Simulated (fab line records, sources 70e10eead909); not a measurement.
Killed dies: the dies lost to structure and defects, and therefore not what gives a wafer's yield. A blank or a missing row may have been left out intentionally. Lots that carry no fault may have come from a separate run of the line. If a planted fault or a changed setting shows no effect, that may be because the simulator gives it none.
Comparing a struck lot with a sound one    flow nand_harc    14 steps out of a route of 1159
Sound: the wafers L987.1, L987.3, L987.4. The struck wafers were L991.3, L991.5, L991.6. The cause is given at the end.
For every step that has rows: the tool of each side, followed by ch and its chambers, followed by its first start. Under that, the readings that differ: sound wafers    struck wafers    difference of the means    sigmas: that difference in standard deviations of wafers without a fault.
alike: words and numbers the same on both sides, and readings whose means are apart by under 2 such deviations; not compared: readings that were withheld, readings missing a value for some wafer, numbers with overlapping values and no deviation given by the record, and bounds like >300 which may hide the same value.
The two part at a step that has a row with sigmas, a row that says differs or no value, or rows on one side only. When numbers do not overlap yet have no deviation, they are printed without sigmas and do not part them. Lack of a reading on every wafer of one side parts them only where that side has two or more wafers.

first, 2 steps without rows for these wafers: NHARC_A_SOURCE_PLATE_CVD_03 (deposits poly-Si, target thk 200 nm, time 4000 s); NHARC_A_SOURCE_PLATE_ANNEAL_05 (time 1800 s).
NHARC_A_SOURCE_PLATE_THK_MEAS_06: measures by ellipsometry.
  struck on film_metro-01, day 9 11:40; sound on film_metro-02, day 8 09:19
  alike: thk_nm
NHARC_A_SOURCE_PLATE_INSPECT_08:
  struck on defect_inspect-01, day 9 11:44; sound on defect_inspect-01, day 8 09:22
  alike: raw_defect_count
then NHARC_A_ONON_D1_DEP_00 (target thk 1000 nm), 1 step lacking rows for these wafers.
NHARC_A_ONON_D1_THK_MEAS_02: measures by ellipsometry.
  struck on film_metro-02, day 9 12:19; sound on film_metro-02, day 8 09:58
  alike: thk_nm
then NHARC_A_ONON_D1_DEP_03 (target thk 1000 nm), 1 step lacking rows for these wafers.
NHARC_A_ONON_D1_THK_MEAS_05: measures by ellipsometry.
  struck on film_metro-02, day 9 12:52; sound on film_metro-01, day 8 10:32
reading      sound           struck       difference  sigmas
thk_nm (nm)  1016 1015 1017  986 985 987  -30         -2
then NHARC_A_ONON_D1_DEP_06 (target thk 1000 nm), 1 step lacking rows for these wafers.
NHARC_A_ONON_D1_THK_MEAS_08: measures by ellipsometry.
  struck on film_metro-02, day 9 13:26; sound on film_metro-01, day 8 11:07
  alike: thk_nm
NHARC_A_ONON_D1_DEP_09: target thk 1000 nm.
  sound on pecvd_onon-03 ch 0, day 8 11:10; struck on pecvd_onon-02 ch 0, day 9 13:37
reading                sound              struck             difference  sigmas
sih4_flow_sccm (sccm)  210.2 210.0 208.8  210.6 211.1 211.4  +1.4        +2
  alike: n2_flow_sccm
NHARC_A_ONON_D1_THK_MEAS_11: measures by ellipsometry.
  struck on film_metro-02, day 9 14:02; sound on film_metro-01, day 8 11:41
reading      sound        struck       difference  sigmas
thk_nm (nm)  995 995 995  311 312 311  -684        -99 or more
then NHARC_A_ONON_D1_DEP_12 (target thk 1000 nm), 1 step lacking rows for these wafers.
-- record jumps: 12 days between struck wafers' starts before vs after; left off in module A_ONON_D1, resumes in module END, first step shown is number 1159 of the route --
NHARC_END_SORT_01:
  at this point the record logs the struck wafers (prober-02 ch 0, day 21 16:59) and has no rows for the sound ones

## WHERE THEY PART
First at NHARC_A_ONON_D1_THK_MEAS_05; last, within this record, at NHARC_END_SORT_01.

WHY: the cause the simulator had injected
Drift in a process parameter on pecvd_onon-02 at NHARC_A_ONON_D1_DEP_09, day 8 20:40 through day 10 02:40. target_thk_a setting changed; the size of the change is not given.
